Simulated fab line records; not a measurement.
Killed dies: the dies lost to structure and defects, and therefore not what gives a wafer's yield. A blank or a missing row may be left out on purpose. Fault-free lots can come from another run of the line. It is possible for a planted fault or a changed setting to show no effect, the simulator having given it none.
Split-lot study || flow n5_finfet || 7 lots, 39 wafers read, on a route of 1938 steps

ON THE SPLIT
At N5_FIN_SAQP_SPACER1_ALD_24 (deposits SiO2, target thk 20.3 nm, pulse time 1 s, purge time 2 s), the setting ald_cycles was moved away from the recipe's 218 on 12 of the 39 wafers read, by -17.4% to +45.4%. The other wafers ran this setting at the recipe's value.

FROM THE SPLIT TO THE READING: what the file shows between them, 2 steps
- N5_FIN_SAQP_SPACER1_ETCHBACK_25: etches SiO2 in CHF3/O2, target depth 24.4 nm, time 12.2 s
- N5_FIN_SAQP_MANDREL1_REMOVE_56: chemistry HBr/Cl2/O2, target a-Si, stops on SiNx, bt time 10 s

THE READING
cd_nm (nm) at N5_FIN_SAQP_CD_MEAS_27, where the cd target is 20 nm. A value of 20.30 nm with a standard deviation of 0.22 nm is what fault-free wafers of this fab line usually give.

{"wafer": "L076.1", "tool, chamber at the split": "ald_sin-03, 0,3,2", "ald_cycles as run": 218, "against the recipe": "recipe", "cd_nm, nm": 20.35, "against lot-mates on the recipe": "-"}
{"wafer": "L076.2", "tool, chamber at the split": "ald_sin-03, 0,3,2", "ald_cycles as run": 218, "against the recipe": "recipe", "cd_nm, nm": 20.25, "against lot-mates on the recipe": "-"}
{"wafer": "L076.3", "tool, chamber at the split": "ald_sin-03, 2", "ald_cycles as run": 281, "against the recipe": "+28.9%", "cd_nm, nm": 26.17, "against lot-mates on the recipe": "+5.78"}
{"wafer": "L076.4", "tool, chamber at the split": "ald_sin-03, 1,3", "ald_cycles as run": 281, "against the recipe": "+28.9%", "cd_nm, nm": 26.03, "against lot-mates on the recipe": "+5.64"}
{"wafer": "L076.5", "tool, chamber at the split": "ald_sin-03, 0,3,2", "ald_cycles as run": 218, "against the recipe": "recipe", "cd_nm, nm": 20.56, "against lot-mates on the recipe": "-"}
{"wafer": "L076.6", "tool, chamber at the split": "ald_sin-03, 1,3", "ald_cycles as run": 281, "against the recipe": "+28.9%", "cd_nm, nm": 26.17, "against lot-mates on the recipe": "+5.78"}
{"wafer": "L081.1", "tool, chamber at the split": "ald_sin-01, 3,0,1", "ald_cycles as run": 218, "against the recipe": "recipe", "cd_nm, nm": 20.70, "against lot-mates on the recipe": "-"}
{"wafer": "L081.2", "tool, chamber at the split": "ald_sin-01, 3,0,1", "ald_cycles as run": 218, "against the recipe": "recipe", "cd_nm, nm": 20.25, "against lot-mates on the recipe": "-"}
{"wafer": "L081.3", "tool, chamber at the split": "ald_sin-01, 3,0,1", "ald_cycles as run": 218, "against the recipe": "recipe", "cd_nm, nm": 20.17, "against lot-mates on the recipe": "-"}
{"wafer": "L081.4", "tool, chamber at the split": "ald_sin-01, 2", "ald_cycles as run": 286, "against the recipe": "+31.2%", "cd_nm, nm": 26.83, "against lot-mates on the recipe": "+6.46"}
{"wafer": "L081.5", "tool, chamber at the split": "ald_sin-01, 1", "ald_cycles as run": 286, "against the recipe": "+31.2%", "cd_nm, nm": 26.53, "against lot-mates on the recipe": "+6.16"}
{"wafer": "L081.6", "tool, chamber at the split": "ald_sin-01, 2", "ald_cycles as run": 286, "against the recipe": "+31.2%", "cd_nm, nm": 26.34, "against lot-mates on the recipe": "+5.97"}
{"wafer": "L084.1", "tool, chamber at the split": "ald_sin-02, 0,3,1,1", "ald_cycles as run": 218, "against the recipe": "recipe", "cd_nm, nm": 20.05, "against lot-mates on the recipe": "-"}
{"wafer": "L084.2", "tool, chamber at the split": "ald_sin-02, 2,0", "ald_cycles as run": 218, "against the recipe": "recipe", "cd_nm, nm": 20.20, "against lot-mates on the recipe": "-"}
{"wafer": "L084.3", "tool, chamber at the split": "ald_sin-02, 0,3,1,1", "ald_cycles as run": 218, "against the recipe": "recipe", "cd_nm, nm": 20.23, "against lot-mates on the recipe": "-"}
{"wafer": "L084.4", "tool, chamber at the split": "ald_sin-02, 0,3,1,1", "ald_cycles as run": 218, "against the recipe": "recipe", "cd_nm, nm": 20.26, "against lot-mates on the recipe": "-"}
{"wafer": "L084.5", "tool, chamber at the split": "ald_sin-02, 0,3,1,1", "ald_cycles as run": 218, "against the recipe": "recipe", "cd_nm, nm": 20.34, "against lot-mates on the recipe": "-"}
{"wafer": "L084.6", "tool, chamber at the split": "ald_sin-02, 2,0", "ald_cycles as run": 218, "against the recipe": "recipe", "cd_nm, nm": 20.62, "against lot-mates on the recipe": "-"}
{"wafer": "L087.1", "tool, chamber at the split": "ald_sin-02, 1,0,2", "ald_cycles as run": 218, "against the recipe": "recipe", "cd_nm, nm": 20.05, "against lot-mates on the recipe": "-"}
{"wafer": "L087.2", "tool, chamber at the split": "ald_sin-02, 2,3,3", "ald_cycles as run": 180, "against the recipe": "-17.4%", "cd_nm, nm": 16.84, "against lot-mates on the recipe": -3.41}
{"wafer": "L087.3", "tool, chamber at the split": "ald_sin-02, 1,0,2", "ald_cycles as run": 218, "against the recipe": "recipe", "cd_nm, nm": 20.56, "against lot-mates on the recipe": "-"}
{"wafer": "L087.4", "tool, chamber at the split": "ald_sin-02, 2,3,3", "ald_cycles as run": 180, "against the recipe": "-17.4%", "cd_nm, nm": 17.22, "against lot-mates on the recipe": -3.03}
{"wafer": "L087.5", "tool, chamber at the split": "ald_sin-02, 1,0,2", "ald_cycles as run": 218, "against the recipe": "recipe", "cd_nm, nm": 20.13, "against lot-mates on the recipe": "-"}
{"wafer": "L087.6", "tool, chamber at the split": "ald_sin-02, 2,3,3", "ald_cycles as run": 180, "against the recipe": "-17.4%", "cd_nm, nm": 16.66, "against lot-mates on the recipe": -3.59}
{"wafer": "L093.1", "tool, chamber at the split": "ald_sin-03, 0,3,2,2", "ald_cycles as run": 218, "against the recipe": "recipe", "cd_nm, nm": 20.33, "against lot-mates on the recipe": "-"}
{"wafer": "L093.2", "tool, chamber at the split": "ald_sin-03, 1,3", "ald_cycles as run": 218, "against the recipe": "recipe", "cd_nm, nm": 20.02, "against lot-mates on the recipe": "-"}
{"wafer": "L093.3", "tool, chamber at the split": "ald_sin-03, 0,3,2,2", "ald_cycles as run": 218, "against the recipe": "recipe", "cd_nm, nm": 20.08, "against lot-mates on the recipe": "-"}
{"wafer": "L093.4", "tool, chamber at the split": "ald_sin-03, 0,3,2,2", "ald_cycles as run": 218, "against the recipe": "recipe", "cd_nm, nm": 20.33, "against lot-mates on the recipe": "-"}
{"wafer": "L093.5", "tool, chamber at the split": "ald_sin-03, 0,3,2,2", "ald_cycles as run": 218, "against the recipe": "recipe", "cd_nm, nm": 20.36, "against lot-mates on the recipe": "-"}
{"wafer": "L093.6", "tool, chamber at the split": "ald_sin-03, 1,3", "ald_cycles as run": 218, "against the recipe": "recipe", "cd_nm, nm": 20.17, "against lot-mates on the recipe": "-"}
{"wafer": "L096.1", "tool, chamber at the split": "ald_sin-02, 2,3", "ald_cycles as run": 317, "against the recipe": "+45.4%", "cd_nm, nm": 29.26, "against lot-mates on the recipe": "+9.18"}
{"wafer": "L096.2", "tool, chamber at the split": "ald_sin-02, 0,2", "ald_cycles as run": 218, "against the recipe": "recipe", "cd_nm, nm": 20.12, "against lot-mates on the recipe": "-"}
{"wafer": "L096.3", "tool, chamber at the split": "ald_sin-02, 1", "ald_cycles as run": 317, "against the recipe": "+45.4%", "cd_nm, nm": 29.45, "against lot-mates on the recipe": "+9.37"}
{"wafer": "L096.4", "tool, chamber at the split": "ald_sin-02, 2,3", "ald_cycles as run": 317, "against the recipe": "+45.4%", "cd_nm, nm": 29.25, "against lot-mates on the recipe": "+9.17"}
{"wafer": "L096.5", "tool, chamber at the split": "ald_sin-02, 0,2", "ald_cycles as run": 218, "against the recipe": "recipe", "cd_nm, nm": 20.10, "against lot-mates on the recipe": "-"}
{"wafer": "L096.6", "tool, chamber at the split": "ald_sin-02, 1", "ald_cycles as run": 218, "against the recipe": "recipe", "cd_nm, nm": 20.01, "against lot-mates on the recipe": "-"}
{"wafer": "L097.2", "tool, chamber at the split": "ald_sin-01, 2,1,3", "ald_cycles as run": 218, "against the recipe": "recipe", "cd_nm, nm": 20.00, "against lot-mates on the recipe": "-"}
{"wafer": "L097.3", "tool, chamber at the split": "ald_sin-01, 2,1,3", "ald_cycles as run": 218, "against the recipe": "recipe", "cd_nm, nm": 20.22, "against lot-mates on the recipe": "-"}
{"wafer": "L097.5", "tool, chamber at the split": "ald_sin-01, 2,1,3", "ald_cycles as run": 218, "against the recipe": "recipe", "cd_nm, nm": 20.58, "against lot-mates on the recipe": "-"}
If several chambers appear in one row, that row covers several wafers at once and the file leaves open which wafer was in which chamber.

FIT RESULTS
A straight line over all 39 wafers: cd_nm changes by +0.2 nm for each +1% of ald_cycles; r = +1.00; the points scatter about the line by 0.2 nm.
The same after taking each lot's own level away (the mean of its wafers on the recipe; 39 wafers): +0.2 nm for each +1%; r = +1.00; scatter 0.19 nm.
Per that fit: largest ald_cycles move, reading shift of 9.1 nm.
From 20.077 to 20.387 nm: that is the span of the lots' own levels, equal to 1.4 times the standard deviation above.
Hence the lot-to-lot level has little effect on the slope; both slopes agree.
Check: for one of the wafers moved furthest among these (+45.4%), held out of the fit, the line's prediction against its lot-mates is +9.09 nm. Against them it came out at +9.18 nm.

THE WHOLE CHAIN: every reading that the file lists as answering this split, in the file's order
{"step": "N5_FIN_SAQP_SPACER1_ALD_24", "what it does": "deposits SiO2, target thk 20.3 nm, pulse time 1 s, purge time 2 s", "reading": "SiO2_of_FIN_SAQP_SPACER1_ALD_24.thk_nm (the simulator's own value, which no gauge read)", "change (the file's fit)": "+0.203 nm for each +1% of the setting", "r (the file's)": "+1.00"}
{"step": "N5_FIN_SAQP_MANDREL1_REMOVE_56", "what it does": "chemistry HBr/Cl2/O2, target a-Si, stops on SiNx, bt time 10 s", "reading": "FIN_SAQP.cd_nm (the simulator's own value, which no gauge read)", "change (the file's fit)": "+0.202 nm for each +1% of the setting", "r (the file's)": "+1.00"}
{"step": "N5_FIN_SAQP_CD_MEAS_27", "what it does": "target cd 20 nm", "reading": "cd_nm", "change (the file's fit)": "+0.2 nm for each +1% of the setting", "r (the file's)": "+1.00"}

THE FILE'S OWN FIT
cd_nm changes by +0.2 nm for each +1% of ald_cycles, r = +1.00.
